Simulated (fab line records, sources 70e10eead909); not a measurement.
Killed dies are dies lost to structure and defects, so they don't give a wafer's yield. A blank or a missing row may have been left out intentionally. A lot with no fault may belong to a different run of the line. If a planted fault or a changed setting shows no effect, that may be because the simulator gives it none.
Matching of chambers :: flow nand-harc :: NHARC_THIN_TSV_DESCUM_14 on rie-diel-03 has 3 sister chambers
The step chemistry O2, time 3 s. 6 wafers are shown with their chamber, then 5 later ones without.

== WAFERS, EACH WITH ITS CHAMBER ==
wafer: L080.6
chamber: 3
drypump-motor-current-A (A): 6.0
rf-vpp-V (V): 59.1

wafer: L082.4
chamber: 2
drypump-motor-current-A (A): 5.3
rf-vpp-V (V): 58.4

wafer: L082.5
chamber: 3
drypump-motor-current-A (A): 5.9
rf-vpp-V (V): 59.5

wafer: L084.2
chamber: 2
drypump-motor-current-A (A): 5.3
rf-vpp-V (V): 57.6

wafer: L084.5
chamber: 0
drypump-motor-current-A (A): 6.0
rf-vpp-V (V): 56.8

wafer: L086.1
chamber: 0
drypump-motor-current-A (A): 6.0
rf-vpp-V (V): 57.7

== WAFERS WITH NO CHAMBER GIVEN ==
wafer: L086.2
drypump-motor-current-A (A): 5.9
rf-vpp-V (V): 58.1

wafer: L086.4
drypump-motor-current-A (A): 5.3
rf-vpp-V (V): 59.4

wafer: L088.1
drypump-motor-current-A (A): 5.9
rf-vpp-V (V): 56.5

wafer: L088.4
drypump-motor-current-A (A): 5.3
rf-vpp-V (V): 58.0

wafer: L092.1
drypump-motor-current-A (A): 6.0
rf-vpp-V (V): 57.6

== WHICH CHAMBER EACH ONE RAN IN ==
wafer: L086.2
from the rows above: can't be placed: 3 or 0
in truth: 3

wafer: L086.4
from the rows above: 2
in truth: 2

wafer: L088.1
from the rows above: 0
in truth: 0

wafer: L088.4
from the rows above: 2
in truth: 2

wafer: L092.1
from the rows above: 0
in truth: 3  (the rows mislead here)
Correctly placed: 3 of 5. From these rows, 1 cannot be placed; in 1 the true chamber is one of the candidates. Wrongly placed: 1.
How it was worked out, from the rows above alone: a wafer's distance from a chamber is the root of the sum, over the readings, of the square of ((its reading less the chamber's mean) divided by the reading's scatter). If the next closest chamber is less than 2 further off than the closest, the wafer can't be placed; otherwise it belongs to the closest. The mean given for a chamber averages the wafers shown for that chamber. The scatter: the root of (the sum of the squares of (reading less its chamber's mean) over the shown wafers, divided by (wafers less chambers)).
